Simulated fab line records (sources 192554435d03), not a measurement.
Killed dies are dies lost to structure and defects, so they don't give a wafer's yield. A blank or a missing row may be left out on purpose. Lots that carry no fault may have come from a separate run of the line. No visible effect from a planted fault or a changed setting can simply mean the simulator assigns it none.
What tool caused it? ; flow n5_finfet ; Sampling: 9 lots, 27 wafers, 5 of 1938 route steps

== WHAT EACH GAUGE READ, for each wafer ==
N5_SDB_THK_MEAS_31. Usual: SDB_THK typically reads 64.1 nm, with standard deviation 0.9.
lot;measured;on;SDB_THK (nm);flag
L906;day 3 23:07;film_metro-02;63.7 64.1 65.1;
L907;day 4 05:19;film_metro-01;63.9 64.0 66.0;
L915;day 6 04:53;film_metro-01;65.4 63.6 64.9;
L916;day 6 13:16;film_metro-02;64.5 64.2 63.7;
L918;day 6 22:26;film_metro-02;63.7 64.2 63.8;
L917;day 7 01:51;film_metro-02;62.2 63.8 63.6;
L925;day 8 16:34;film_metro-01;64.6 63.0 62.8;
L926;day 8 23:13;film_metro-01;65.4 65.3 65.6;
L929;day 9 16:32;film_metro-01;65.2 63.8 64.9;

N5_HKMG_FIN_CD_MEAS_49: target cd 202 nm. Usual: cd_nm at 202.2 nm, with a standard deviation of 0.57.
lot;measured;on;cd_nm (nm);flag
L906;day 4 00:37;cd_sem-02;203.1 202.3 202.7;
L907;day 4 06:53;cd_sem-02;202.4 202.6 202.6;
L915;day 6 06:26;cd_sem-02;202.0 202.0 201.8;
L916;day 6 14:41;cd_sem-01;201.6 201.8 201.3;
L918;day 7 00:02;cd_sem-02;202.6 203.0 202.6;
L917;day 7 03:26;cd_sem-03;201.8 202.0 201.7;
L925;day 8 17:59;cd_sem-01;201.9 202.6 202.0;
L926;day 9 00:40;cd_sem-02;202.9 203.6 202.0;
L929;day 9 18:04;cd_sem-03;201.2 201.7 201.4;

N5_BEOL_M4_RC_MEAS_101. Usual: DIBL_N 36.1 mV/V, standard deviation 1.3; DIBL_P 36.1 mV/V, standard deviation 1.7; EOT_N 10.52, standard deviation 0.075; EOT_P 10.47, standard deviation 0.082; IGATE_N 0.0129 nA/um, standard deviation 0.0015; IGATE_P 0.0038 nA/um, standard deviation 0.00045; IOFF_N 0.154 nA/um, standard deviation 0.022; IOFF_N_85C 3.0 nA/um, standard deviation 0.36; IOFF_N_LIN 0.072 nA/um, standard deviation 0.0088; IOFF_N_LONG 5.47e-05 nA/um, standard deviation 2.6e-06; IOFF_P 0.201 nA/um, standard deviation 0.024; IOFF_P_85C 3.5 nA/um, standard deviation 0.36; IOFF_P_LIN 0.096 nA/um, standard deviation 0.0093; IOFF_P_LONG 0.000102 nA/um, standard deviation 7.6e-06; ION_N 675 uA/um, standard deviation 8.9; ION_P 462 uA/um, standard deviation 5.9; SS_N 71.5 mV/dec, standard deviation 0.49; SS_P 73.3 mV/dec, standard deviation 0.58; VT_N 250.0 mV, standard deviation 2.7; VT_N_LONG 275.2 mV, standard deviation 1.9; VT_N_LVT 98.5 mV, standard deviation 2.8; VT_P -251.3 mV, standard deviation 2.7; VT_P_LONG -276.1 mV, standard deviation 2.9; VT_P_LVT -99.6 mV, standard deviation 1.9.
lot;measured;on;DIBL_N (mV/V);DIBL_P (mV/V);EOT_N;EOT_P;IGATE_N (nA/um);IGATE_P (nA/um);IOFF_N (nA/um);IOFF_N_85C (nA/um);IOFF_N_LIN (nA/um);IOFF_N_LONG (nA/um);IOFF_P (nA/um);IOFF_P_85C (nA/um);IOFF_P_LIN (nA/um);IOFF_P_LONG (nA/um);ION_N (uA/um);ION_P (uA/um);SS_N (mV/dec);SS_P (mV/dec);VT_N (mV);VT_N_LONG (mV);VT_N_LVT (mV);VT_P (mV);VT_P_LONG (mV);VT_P_LVT (mV);flag
L906;day 7 20:01;prober-01;35.6 35.7 35.3;34.7 34.9 34.9;10.56 10.42 10.43;10.38 10.38 10.39;0.0141 0.0161 0.0142;0.0042 0.0048 0.0042;0.148 0.151 0.147;2.9 2.9 2.9;0.072 0.071 0.070;5.5e-05 5.46e-05 5.47e-05;0.194 0.200 0.196;3.3 3.4 3.4;0.093 0.095 0.093;0.000102 0.000102 0.000105;674 688 678;468 470 463;71.6 72.3 72.2;73.1 73.5 72.6;249.6 249.3 247.7;275.8 275.3 274.2;98.4 100.3 99.9;-251.0 -249.6 -250.2;-278.6 -277.6 -276.2;-100.8 -99.3 -99.8;
L907;day 8 02:04;prober-02;34.0 33.7 33.8;33.8 33.7 33.5;10.47 10.39 10.54;10.58 10.50 10.61;0.0130 0.0136 0.0115;0.0038 0.0040 0.0034;0.133 0.128 0.129;2.8 2.6 2.7;0.064 0.063 0.063;5.29e-05 5.44e-05 5.41e-05;0.171 0.170 0.167;3.1 3.1 3.1;0.085 0.086 0.085;9.6e-05 9.7e-05 9.6e-05;662 672 662;449 464 456;71.7 71.9 71.2;72.9 73.1 72.6;250.9 254.0 252.7;275.1 277.3 276.5;101.9 102.4 102.8;-255.2 -254.0 -255.0;-276.0 -276.7 -277.7;-102.4 -101.2 -102.7;
L915;day 10 15:41;prober-02;34.1 33.9 35.7;32.8 33.7 35.4;10.02 9.94 10.05;9.94 9.95 9.99;0.0626 0.0683 0.0585;0.0195 0.0210 0.0181;0.039 0.043 0.050;0.9 1.0 1.2;0.018 0.020 0.023;3.11e-05 3.07e-05 3.07e-05;0.005 0.006 0.007;0.2 0.2 0.2;0.003 0.003 0.003;4.7e-05 4.6e-05 4.4e-05;576 585 591;293 298 300;73.0 73.3 73.2;76.2 76.7 77.4;293.0 291.8 287.2;316.1 312.5 311.4;143.2 140.9 138.3;-355.7 -356.9 -357.1;-378.7 -378.9 -378.9;-208.9 -207.3 -205.8;OFF
L916;day 10 18:28;prober-01;35.2 36.6 33.8;34.3 35.9 32.5;10.07 10.02 10.03;10.09 9.86 9.98;0.0536 0.0627 0.0554;0.0168 0.0199 0.0174;0.036 0.046 0.033;0.9 1.1 0.9;0.018 0.021 0.016;2.93e-05 2.97e-05 2.93e-05;0.006 0.006 0.005;0.2 0.2 0.2;0.003 0.003 0.003;4.7e-05 4.1e-05 4.6e-05;576 585 578;295 298 295;72.7 72.9 72.5;76.0 77.3 76.2;292.2 288.9 293.1;316.0 315.9 315.0;142.8 140.7 144.1;-360.2 -359.8 -359.2;-381.1 -381.9 -381.6;-209.6 -207.0 -210.8;OFF
L918;day 11 19:35;prober-01;34.9 36.0 35.6;33.4 34.4 34.1;10.08 10.16 10.02;9.99 10.08 10.01;0.0610 0.0547 0.0576;0.0193 0.0172 0.0180;0.041 0.046 0.045;1.0 1.1 1.1;0.020 0.021 0.021;3.14e-05 3.17e-05 3.19e-05;0.006 0.007 0.006;0.2 0.2 0.2;0.003 0.003 0.003;5e-05 4.4e-05 4.6e-05;585 585 591;302 300 302;72.1 72.8 72.6;75.7 76.5 76.6;288.7 289.6 288.8;313.5 312.4 312.7;137.8 138.0 138.0;-353.3 -357.6 -359.6;-376.3 -380.0 -380.6;-205.1 -205.9 -205.8;OFF
L917;day 11 19:52;prober-02;36.7 34.8 35.8;37.2 33.9 36.8;10.51 10.42 10.60;10.40 10.39 10.64;0.0134 0.0139 0.0100;0.0040 0.0041 0.0029;0.167 0.126 0.159;3.3 2.6 3.1;0.078 0.063 0.077;5.46e-05 5.47e-05 5.44e-05;0.223 0.174 0.221;3.8 3.1 3.7;0.105 0.088 0.105;0.000105 0.000106 0.000107;682 671 686;467 460 473;71.5 70.7 71.5;73.8 72.4 73.1;245.8 251.2 247.0;277.3 278.9 277.4;98.1 101.4 97.1;-248.0 -251.6 -249.2;-277.8 -275.4 -274.3;-99.0 -101.5 -98.7;
L925;day 13 01:31;prober-01;35.4 34.2 36.5;35.5 33.2 36.5;10.54 10.69 10.60;10.48 10.56 10.60;0.0121 0.0110 0.0109;0.0036 0.0032 0.0032;0.150 0.120 0.167;3.0 2.5 3.3;0.071 0.060 0.078;5.48e-05 5.48e-05 5.5e-05;0.197 0.163 0.208;3.5 3.0 3.7;0.099 0.087 0.103;0.000102 0.000101 0.000101;676 666 680;465 456 468;71.8 71.3 72.3;72.6 72.9 73.0;249.4 252.3 248.5;272.8 276.3 275.9;98.2 101.9 96.4;-252.2 -252.5 -249.7;-274.0 -274.7 -275.3;-99.5 -101.1 -98.0;
L926;day 13 05:14;prober-02;38.8 38.5 36.1;38.7 38.0 35.9;10.62 10.58 10.53;10.59 10.47 10.48;0.0116 0.0126 0.0129;0.0035 0.0039 0.0039;0.206 0.195 0.144;3.8 3.6 2.8;0.093 0.089 0.069;5.48e-05 5.37e-05 5.32e-05;0.234 0.228 0.182;4.0 3.9 3.2;0.105 0.103 0.087;9.5e-05 9.4e-05 9.4e-05;693 696 675;465 471 458;72.0 71.5 71.0;74.5 74.8 73.2;246.4 247.9 250.5;273.3 277.7 274.7;94.1 95.8 99.3;-251.8 -251.2 -255.0;-277.2 -277.6 -279.6;-100.2 -100.0 -102.7;
L929;day 14 10:37;prober-01;35.0 35.0 35.9;35.5 36.1 36.4;10.55 10.58 10.66;10.53 10.51 10.51;0.0120 0.0128 0.0130;0.0035 0.0036 0.0037;0.129 0.136 0.141;2.7 2.8 2.8;0.065 0.067 0.070;5.13e-05 5.09e-05 5.17e-05;0.156 0.168 0.169;2.8 3.0 3.0;0.079 0.083 0.083;9.3e-05 9.3e-05 9.3e-05;667 678 677;456 460 462;71.1 71.8 72.3;73.3 72.9 73.3;251.5 249.9 250.5;278.8 277.9 276.9;97.4 95.9 96.6;-255.6 -253.4 -256.6;-278.4 -280.5 -277.0;-100.9 -100.5 -101.0;

== WHAT TOOL EACH LOT RAN ON (gives the tool, then ch and the chambers of the sampled wafers, and finally the start) ==
lot;N5_HKMG_FIN_STRIP_60;N5_HKMG_FIN_ALD_79
L906;plasma_asher-02 ch 1, day 4 01:35;ald_metal-01 ch 1,3, day 4 02:04
L907;plasma_asher-01 ch 0,1, day 4 07:58;ald_metal-02 ch 0,2,3, day 4 08:20
L915;plasma_asher-02 ch 1, day 6 07:28;ald_metal-04 ch 0,1,2, day 6 07:57
L916;plasma_asher-02 ch 0,1, day 6 15:41;ald_metal-01 ch 0,1,2, day 6 16:10
L918;plasma_asher-02 ch 0,1, day 7 01:09;ald_metal-01 ch 0,1,2, day 7 01:39
L917;plasma_asher-02 ch 0,1, day 7 04:35;ald_metal-01 ch 0,1, day 7 04:58
L925;plasma_asher-02 ch 0,1, day 8 19:14;ald_metal-04 ch 0,3, day 8 19:47
L926;plasma_asher-02 ch 0,1, day 9 01:40;ald_metal-01 ch 0,1,3, day 9 02:09
L929;plasma_asher-02 ch 0,1, day 9 19:02;ald_metal-04 ch 0,2,3, day 9 19:31
- N5_HKMG_FIN_STRIP_60: strips in N2/H2, time 360 s.
- N5_HKMG_FIN_ALD_79: deposits TiN, target thk 1.5 nm, pulse time 1 s, purge time 3 s.

== WHAT THE TOOLS THEMSELVES READ (means of the sampled wafers that have a number; where no wafer has one, the mark that the record gives instead) ==
N5_HKMG_FIN_STRIP_60. Usual: drypump_motor_current_A 5.8 A, standard deviation 0.46; heater_power_w 469 W, standard deviation 50.
lot;tool;drypump_motor_current_A (A);heater_power_w (W);flag
L906;plasma_asher-02;5.4;458;
L907;plasma_asher-01;6.0;501;
L915;plasma_asher-02;5.4;449;
L916;plasma_asher-02;5.7;439;
L918;plasma_asher-02;5.7;439;
L917;plasma_asher-02;5.9;433;
L925;plasma_asher-02;5.7;437;
L926;plasma_asher-02;5.7;444;
L929;plasma_asher-02;5.7;443;

N5_HKMG_FIN_ALD_79. Usual: chamber_pressure_Torr 3.001 Torr, standard deviation 0.0063; heater_power_w 897 W, standard deviation 100; precursor_pulse_height_rel 1.002, standard deviation 0.021; susceptor_temp_C 400.02 C, standard deviation 0.24.
lot;tool;chamber_pressure_Torr (Torr);heater_power_w (W);precursor_pulse_height_rel;susceptor_temp_C (C);flag
L906;ald_metal-01;3.005;868;1.007;400.07;
L907;ald_metal-02;3.000;1098;1.010;400.07;
L915;ald_metal-04;-;-;-;-;OFF
L916;ald_metal-01;-;-;-;-;OFF
L918;ald_metal-01;-;-;-;-;OFF
L917;ald_metal-01;2.995;865;1.005;400.13;
L925;ald_metal-04;3.003;872;0.987;399.98;
L926;ald_metal-01;3.002;879;1.014;400.09;
L929;ald_metal-04;2.997;835;1.000;399.99;

== THE ANSWER, worked out from the rows above alone ==
Rule: take the mean of a lot's wafers that have a number; if it is more than 3 standard deviations from the usual mean, the lot is off. A lot without any number at a reading at which 4 lots or more have one is off too. Any other lot the step has rows for is counted as sound. After the gauges, taken in route order, come the tools' own readings; for these a lot's mean is taken, as printed above. At the first step where some lot is off, the reading lying furthest off is the one used; lots without a number count as furthest.
Off: at N5_BEOL_M4_RC_MEAS_101 (VT_P_LVT), L915, L916, L918.
If a tool, at a process step before that reading, ran all the lots that are off and no sound lot after the first of them, it fits. Not tried: the gauges at N5_BEOL_M4_RC_MEAS_101; whatever is off there is also off at N5_HKMG_FIN_ALD_79, on other tools, and gauge error can't account for it. Of those tried, none fits.

== WHAT WAS PUT IN BY THE SIMULATOR ==
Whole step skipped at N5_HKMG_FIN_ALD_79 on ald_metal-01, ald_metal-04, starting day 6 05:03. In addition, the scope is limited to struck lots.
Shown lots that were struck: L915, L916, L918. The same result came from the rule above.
